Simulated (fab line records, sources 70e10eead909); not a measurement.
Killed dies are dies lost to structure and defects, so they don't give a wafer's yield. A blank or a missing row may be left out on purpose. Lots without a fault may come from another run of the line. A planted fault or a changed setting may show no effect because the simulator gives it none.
fab line records | flow nand_harc
record lots=12 wafers=36 last_day=33
route steps=1302 shown A_STAIRCASE@669 END@1302
lots that met no fault: from a run of the same line without faults
start_h: hours from the record's first day to the start of the lot's first wafer shown | wait_h: hours since the lot's step before | " the same as in the row above | L1.1+2: a row that stands for several wafers | - no value, or no start given | * or withheld: withheld | < > ~ a bound
route shown NAME@n: a module of which the file shows steps, and the number in the route of the first | usual: mean/standard deviation of fault-free wafers | same: alike in all rows | chamber/n: place in a boat | sites: the reading at each site | _std_site: their standard deviation | _edge_site: outer sites' mean less inner sites' | radius_mm: how far each site lies from the wafer's centre | mask NAME#n: copy n | behind: the tool/chamber that last shaped the wafer | hold: why the lot was held/for how many hours/how that ended | device: the transistor (n, p or np) that didn't switch | end of line: the same wafers' tests at the end of the route | a step without rows: its recipe alone | killed: dies lost to structure and defects at the first sort, not the wafer's yield | map: a wafer's dies, x killed, . not, _ none there
set.NAME: the setting as run; set.NAME@STEP: as run at that earlier step | model.NAME: the simulator's own value behind a step, which no gauge read
steps of the route over a sample of lots; a table a step, a row a wafer
services: from which hour (start_h, from the record's first day; less than 0 if before it) a tool's chamber was out of use, for how many hours, and why
## steps
# step NHARC_A_STAIRCASE_ETCH_13
# recipe target_depth_a=1000 time_s=40.5 ion_energy_ev=400 c4f8_flow_sccm=20 o2_flow_sccm=10 ar_flow_sccm=withheld rf_w=600 bias_w=1000 chemistry=C4F8/O2
# usual oes_product_au=0.946/0.014 rf_vpp_V=896/5
# same time_s=40.5
# columns lot.wafer tool chamber start_h wait_h oes_product_au rf_hours_counter_h rf_vpp_V
L458.4 rie_diel-08 2 - - 0.944 40 895
L458.6 " 1 " " 0.935 - 895
L458.5 " 2 " " 0.948 - 897
L460.2 rie_diel-04 1 - - 0.932 2 901
L460.6 " 1 " " 0.934 - 902
L460.4 " 2 " " 0.953 - 907
L467.4 rie_diel-04 0 - - 0.931 28 899
L467.2 " 1 " " 0.938 24 902
L467.3 " 2 " " 0.955 23 906
L468.1 rie_diel-04 3 - - 0.947 23 892
L468.3 " 0 " " 0.934 29 900
L468.5 " 0 " " 0.926 - 900
L471.3 rie_diel-08 1 - - 0.955 34 894
L471.1 " 3 " " 0.948 37 891
L471.5 " 0 " " 0.949 - 897
L473.2 rie_diel-08 2 - - 0.964 34 895
L473.3 " 3 " " 0.946 44 891
L473.6 " 0 " " 0.941 - 896
L474.4 rie_diel-08 1 - - 0.954 42 893
L474.1 " 2 " " 0.945 36 895
L474.5 " 3 " " 0.945 - 891
L476.4 rie_diel-08 1 - - 0.948 51 894
L476.5 " 2 " " 0.941 - 895
L476.6 " 3 " " 0.940 - 890
L478.1 rie_diel-04 0 - - 0.911 8 900
L478.4 " 2 " " 0.971 8 906
L478.5 " 3 " " 0.953 - 892
L479.1 rie_diel-13 1 - - 0.949 11 904
L479.3 " 2 " " 0.981 14 894
L479.4 " 0 " " 0.946 12 891
L480.3 rie_diel-08 2 - - 0.946 5 896
L480.1 " 1 " " 0.916 5 893
L480.6 " 3 " " 0.934 - 890
L481.2 rie_diel-08 2 - - 0.964 12 894
L481.4 " 0 " " 0.965 11 897
L481.5 " 1 " " 0.949 - 895
# step NHARC_A_STAIRCASE_ETCH_15
# recipe target_depth_a=1000 time_s=40.5 ion_energy_ev=400 c4f8_flow_sccm=20 o2_flow_sccm=10 ar_flow_sccm=withheld rf_w=600 bias_w=1000 chemistry=C4F8/O2
# usual oes_product_au=0.943/0.011 rf_vpp_V=896/5
# same time_s=40.5
# columns lot.wafer tool chamber start_h wait_h oes_product_au rf_hours_counter_h rf_vpp_V
L458.4 rie_diel-08 3 - - 0.933 45 891
L458.5 " 3 " " 0.932 - 893
L458.6 " 0 " " 0.948 - 898
L460.2 rie_diel-04 0 - - 0.926 2 901
L460.6 " 1 " " 0.931 - 901
L460.4 " 2 " " 0.945 - 907
L467.3 rie_diel-04 1 - - 0.938 24 902
L467.4 " 2 " " 0.944 23 904
L467.2 " 3 " " 0.941 22 894
L468.3 rie_diel-04 2 - - 0.957 24 905
L468.1 " 3 " " 0.950 23 893
L468.5 " 2 " " 0.945 - 904
L471.1 rie_diel-08 1 - - 0.952 34 893
L471.3 " 0 " " 0.942 32 898
L471.5 " 0 " " 0.952 - 898
L473.2 rie_diel-08 1 - - 0.952 40 894
L473.3 " 0 " " 0.943 40 897
L473.6 " 1 " " 0.946 - 894
L474.4 rie_diel-08 1 - - 0.944 43 897
L474.1 " 2 " " 0.932 37 896
L474.5 " 2 " " 0.931 - 897
L476.4 rie_diel-08 0 - - 0.950 51 897
L476.5 " 3 " " 0.956 - 889
L476.6 " 0 " " 0.947 - 898
L478.4 rie_diel-04 0 - - 0.926 9 897
L478.1 " 1 " " 0.935 8 901
L478.5 " 3 " " 0.958 - 893
L479.4 rie_diel-13 0 - - 0.952 12 890
L479.3 " 1 " " 0.946 11 903
L479.1 " 2 " " 0.974 14 895
L480.1 rie_diel-08 2 - - 0.938 5 894
L480.3 " 1 " " 0.920 5 894
L480.6 " 2 " " 0.942 - 895
L481.4 rie_diel-08 3 - - 0.956 10 891
L481.2 " 0 " " 0.967 11 898
L481.5 " 1 " " 0.943 - 892
# step NHARC_A_STAIRCASE_TRIM_18
# recipe time_s=211.2 o2_flow_sccm=500 ar_flow_sccm=0 bias_w=0 chemistry=O2
# usual drypump_motor_current_A=5.7/0.42 oes_product_au=1.002/0.011 rf_vpp_V=57.9/0.92 showerhead_plenum_p_Torr=3.53/0.14 throttle_valve_pct=17.037/0.0088
# same time_s=211.2
# columns lot.wafer tool chamber start_h wait_h drypump_motor_current_A oes_product_au rf_hours_counter_h rf_vpp_V showerhead_plenum_p_Torr throttle_valve_pct
L458.4 rie_diel-08 2 - - 5.4 1.011 41 58.6 3.54 17.028
L458.6 " 0 " " 5.5 0.995 - 58.5 3.57 17.040
L458.5 " 1 " " 5.9 0.996 - 57.7 3.50 17.048
L460.2 rie_diel-04 1 - - 4.8 1.001 2 58.7 3.71 17.034
L460.4 " 0 " " 6.1 0.986 - 58.1 3.65 17.033
L460.6 " 1 " " 4.8 0.992 - 58.4 3.71 17.028
L467.3 rie_diel-04 3 - - 6.4 1.000 22 57.3 3.43 17.042
L467.2 " 0 " " 6.1 0.989 28 58.3 3.63 17.038
L467.4 " 2 " " 6.1 1.016 23 59.1 3.79 17.033
L468.3 rie_diel-04 3 - - 6.4 1.004 24 55.5 3.42 17.038
L468.1 " 0 " " 6.1 0.991 30 57.2 3.63 17.018
L468.5 " 3 " " 6.4 1.009 - 57.8 3.42 17.032
L471.1 rie_diel-08 2 - - 5.4 1.007 28 58.7 3.52 17.022
L471.3 " 0 " " 5.5 1.011 33 58.0 3.55 17.049
L471.5 " 2 " " 5.4 1.003 - 57.8 3.52 17.037
L473.3 rie_diel-08 0 - - 5.5 1.006 40 58.5 3.55 17.030
L473.2 " 3 " " 5.5 1.000 45 57.3 3.37 17.033
L473.6 " 0 " " 5.6 1.003 - 57.5 3.55 17.047
L474.1 rie_diel-08 3 - - 5.5 1.008 47 57.5 3.37 17.056
L474.4 " 1 " " 5.9 1.003 43 57.0 3.47 17.021
L474.5 " 0 " " 5.6 1.003 - 57.2 3.54 17.038
L476.4 rie_diel-08 0 - - 5.5 1.002 51 58.2 3.54 17.045
L476.6 " 3 " " 5.5 0.986 - 57.4 3.37 17.037
L476.5 " 0 " " 5.6 1.006 - 57.7 3.54 17.046
L478.1 rie_diel-04 1 - - 4.8 1.000 8 59.0 3.68 17.033
L478.4 " 2 " " 6.0 1.016 8 59.4 3.78 17.047
L478.5 " 2 " " 6.0 1.011 - 59.0 3.78 17.029
L479.4 rie_diel-13 2 - - 5.9 1.016 14 57.6 3.51 17.028
L479.3 " 3 " " 6.6 0.988 15 57.3 3.29 17.021
L479.1 " 0 " " 5.9 1.011 12 56.9 3.39 17.044
L480.3 rie_diel-08 2 - - 5.5 1.024 6 60.0 3.50 17.039
L480.1 " 1 " " 5.9 0.989 7 55.7 3.46 17.026
L480.6 " 2 " " 5.4 1.009 - 57.9 3.50 17.033
L481.4 rie_diel-08 3 - - 5.5 1.011 10 58.4 3.36 17.036
L481.2 " 0 " " 5.5 1.023 11 59.2 3.53 17.041
L481.5 " 0 " " 5.5 1.037 - 57.9 3.53 17.026
# step NHARC_A_STAIRCASE_TRIM_26
# recipe time_s=211.2 o2_flow_sccm=500 ar_flow_sccm=0 bias_w=0 chemistry=O2
# usual drypump_motor_current_A=5.8/0.43 oes_product_au=1.001/0.011 rf_vpp_V=57.8/0.85 showerhead_plenum_p_Torr=3.53/0.14 throttle_valve_pct=17.035/0.0084
# same time_s=211.2
# columns lot.wafer tool chamber start_h wait_h drypump_motor_current_A oes_product_au rf_hours_counter_h rf_vpp_V showerhead_plenum_p_Torr throttle_valve_pct
L458.4 rie_diel-04 2 348.13 - 6.0 1.003 44 57.2 3.27 17.022
L458.6 " 2 " " 6.0 1.009 - 58.0 3.27 17.034
L458.5 " 3 " " 6.4 0.996 - 58.4 3.44 17.022
L460.2 rie_diel-04 0 376.29 - 6.1 0.985 4 59.7 3.65 17.028
L460.4 " 0 " " 6.1 1.004 - 57.9 3.65 17.034
L460.6 " 0 " " 6.1 0.988 - 57.6 3.65 17.034
L467.2 rie_diel-04 3 464.38 - 6.4 0.808 23 56.8 3.42 17.043
L467.4 " 0 " " 6.1 0.791 29 57.5 3.63 17.039
L467.3 " 1 " " 4.8 0.792 25 59.2 3.70 17.038
L468.1 rie_diel-04 1 467.77 - 4.8 0.806 26 58.0 3.70 17.028
L468.3 " 3 " " 6.3 0.791 24 57.6 3.42 17.046
L468.5 " 0 " " 6.1 0.781 - 58.2 3.63 17.027
L471.3 rie_diel-08 1 492.61 - 5.9 1.004 35 57.0 3.48 17.032
L471.1 " 2 " " 5.4 1.001 29 58.2 3.52 17.033
L471.5 " 0 " " 5.6 0.997 - 57.9 3.55 17.039
L473.2 rie_diel-13 2 508.71 - 5.9 1.026 51 57.0 3.52 17.037
L473.3 " 0 " " 5.9 0.989 54 57.3 3.40 17.034
L473.6 " 2 " " 5.9 1.023 - 58.6 3.52 17.063
L474.1 rie_diel-13 2 517.51 - 5.9 1.012 53 57.6 3.52 17.027
L474.4 " 0 " " 5.9 0.989 57 57.2 3.40 17.029
L474.5 " 1 " " 5.5 0.988 - 58.4 3.78 17.046
L476.4 rie_diel-04 0 551.34 - 6.1 0.984 6 57.0 3.62 17.033
L476.5 " 3 " " 6.4 0.994 - 57.5 3.41 17.036
L476.6 " 0 " " 6.1 0.988 - 59.5 3.62 17.038
L478.1 rie_diel-08 3 560.00 - 5.5 1.008 2 58.0 3.37 17.048
L478.4 " 0 " " 5.5 1.014 2 57.0 3.54 17.028
L478.5 " 2 " " 5.4 1.007 - 58.7 3.51 17.031
L479.1 rie_diel-13 2 566.95 - 5.9 1.017 15 57.2 3.51 17.035
L479.3 " 3 " " 6.6 0.991 15 56.5 3.29 17.041
L479.4 " 0 " " 5.9 1.005 12 56.8 3.39 17.031
L480.1 rie_diel-08 2 576.32 - 5.4 1.021 7 57.1 3.50 17.036
L480.3 " 1 " " 5.9 0.988 7 57.5 3.46 17.043
L480.6 " 3 " " 5.5 1.009 - 58.4 3.36 17.040
L481.4 rie_diel-13 3 587.71 - 6.6 0.984 22 56.5 3.29 17.040
L481.2 " 0 " " 5.9 0.998 21 58.5 3.38 17.046
L481.5 " 1 " " 5.6 0.989 - 59.0 3.76 17.019
# step NHARC_END_SORT_01
# recipe temp_c=25
# usual killed_at_array=55/20 killed_at_other=1.2/1.3 killed_at_periphery=4.0/3 killed_dies=60/21 killed_open=3.2/1.9 killed_short=2.5/1.6
# same gross_dies=677
# columns lot.wafer tool chamber start_h wait_h killed_at_array killed_at_other killed_at_periphery killed_dies killed_open killed_short
L468.1 prober-02 0 684.69 2.5 648 2 5 655 3 5
L468.3 prober-02 0 686.30 3.1 667 2 3 672 3 1
L468.5 prober-02 0 687.91 3.7 664 2 9 675 4 2
L467.2 prober-01 0 693.28 2.8 672 1 3 676 3 3
L467.3 prober-01 0 694.07 3.1 662 6 2 670 4 0
L467.4 prober-01 0 694.85 3.4 670 1 1 672 3 5
# killed by level:class
L468.1 A_STAIRCASE:area_trim=618 A_CHANNEL_HOLE_D2:chamber_film_flake=7 A_CHANNEL_HOLE_D1:chamber_film_flake=5 A_CONTACT:chamber_film_flake=4 A_CHANNEL_FILL_D1:geometric_particle:short=3 A_STAIRCASE:chamber_film_flake=3 A_SLIT:chamber_film_flake=3 A_WL_FILL:geometric_particle:short=2
L468.3 A_STAIRCASE:area_trim=646 A_CHANNEL_HOLE_D1:chamber_film_flake=4 A_CHANNEL_HOLE_D2:chamber_film_flake=4 A_CONTACT:chamber_film_flake=4 A_SLIT:chamber_film_flake=3 P_STI:chamber_film_flake=2 A_STAIRCASE:chamber_film_flake=2 THIN_TSV:chamber_film_flake=2
L468.5 A_STAIRCASE:area_trim=640 A_CHANNEL_HOLE_D1:chamber_film_flake=8 A_SLIT:chamber_film_flake=6 P_STI:chamber_film_flake=5 A_CHANNEL_HOLE_D2:chamber_film_flake=2 THIN_TSV:chamber_film_flake=2 A_DECK1_JOINT:geometric_particle:open=1 A_CHANNEL_FILL_D2:geometric_particle:open=1
L467.2 A_STAIRCASE:area_trim=629 A_SLIT:chamber_film_flake=21 A_CHANNEL_HOLE_D1:chamber_film_flake=6 A_CHANNEL_HOLE_D2:chamber_film_flake=5 A_STAIRCASE:chamber_film_flake=2 A_SLIT:unspecified=2 A_BONDPAD:chamber_film_flake=2 P_CONTACT:geometric_particle:open=1
L467.3 A_STAIRCASE:area_trim=612 A_SLIT:chamber_film_flake=24 THIN_TSV:chamber_film_flake=6 A_CHANNEL_HOLE_D1:chamber_film_flake=5 A_STAIRCASE:chamber_film_flake=5 A_CHANNEL_HOLE_D2:chamber_film_flake=4 A_M0:geometric_particle:open=2 A_CHANNEL_FILL_D1:chamber_film_flake=2
L467.4 A_STAIRCASE:area_trim=600 A_SLIT:chamber_film_flake=28 A_CHANNEL_HOLE_D2:chamber_film_flake=14 A_CHANNEL_HOLE_D1:chamber_film_flake=11 A_STAIRCASE:chamber_film_flake=5 A_DECK1_JOINT:geometric_particle:short=2 A_SLIT:unspecified=2 A_BONDPAD:chamber_film_flake=2
## services
# columns tool chamber start_h hours kind
rie_diel-08 0 322.49 - clean
rie_diel-08 1 322.49 - clean
rie_diel-08 2 322.49 - clean
rie_diel-08 3 322.49 - clean
rie_diel-13 - 342.06 9.0 pm
rie_diel-08 0 346.99 - clean
rie_diel-08 1 346.99 - clean
rie_diel-08 2 346.99 - clean
rie_diel-08 3 346.99 - clean
rie_diel-04 - 356.45 9.0 pm
rie_diel-04 3 366.72 9.6 repair
rie_diel-08 - 368.13 9.0 pm
rie_diel-08 0 368.13 9.0 vent_cycle
rie_diel-08 1 368.13 9.0 vent_cycle
rie_diel-08 2 368.13 9.0 vent_cycle
rie_diel-08 3 368.13 9.0 vent_cycle
rie_diel-08 0 377.13 - clean
rie_diel-04 3 380.24 6.1 repair
rie_diel-04 1 398.20 6.0 repair
rie_diel-08 2 464.98 26.5 repair
rie_diel-13 1 502.11 6.3 repair
rie_diel-13 3 503.17 2.0 repair
rie_diel-13 - 519.06 9.0 pm
rie_diel-04 - 533.45 9.0 pm
## key
first_sign step=NHARC_A_STAIRCASE_TRIM_26 reading=oes_product_au direction=down sigmas=18 usual=1.001 struck=0.795
effect step=NHARC_END_SORT_01 reading=killed_at_array direction=up sigmas=30 usual=55 struck=664
more_kills_born_at NHARC_A_STAIRCASE_TRIM_26@rie_diel-04=3745
met_at NHARC_A_STAIRCASE_TRIM_26
struck_lots L467,L468
later_rows_left_out L467.2,L467.3,L467.4,L468.1,L468.3,L468.5
tester_left_out L467,L468
not_acting_at NHARC_A_STAIRCASE_ETCH_13,NHARC_A_STAIRCASE_ETCH_15,NHARC_A_STAIRCASE_TRIM_18
onset_between 376.29 464.38
fault kind=process_parameter_drift tool=rie_diel-04 chamber=- onset_h=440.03 steps=NHARC_A_STAIRCASE_TRIM_26 channel=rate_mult offset=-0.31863 shape=step end_h=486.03
# tester_left_out: of these lots the tester's yield and bins aren't shown, on N5 and GAA mostly nor the transistor test; their killed dies are dies lost to structure and defects alone, not to doping, threshold or leakage, so they don't give the yield
# later_rows_left_out: the simulator's readings of these wafers behind a module that went badly wrong aren't trusted and aren't shown, but for the sort
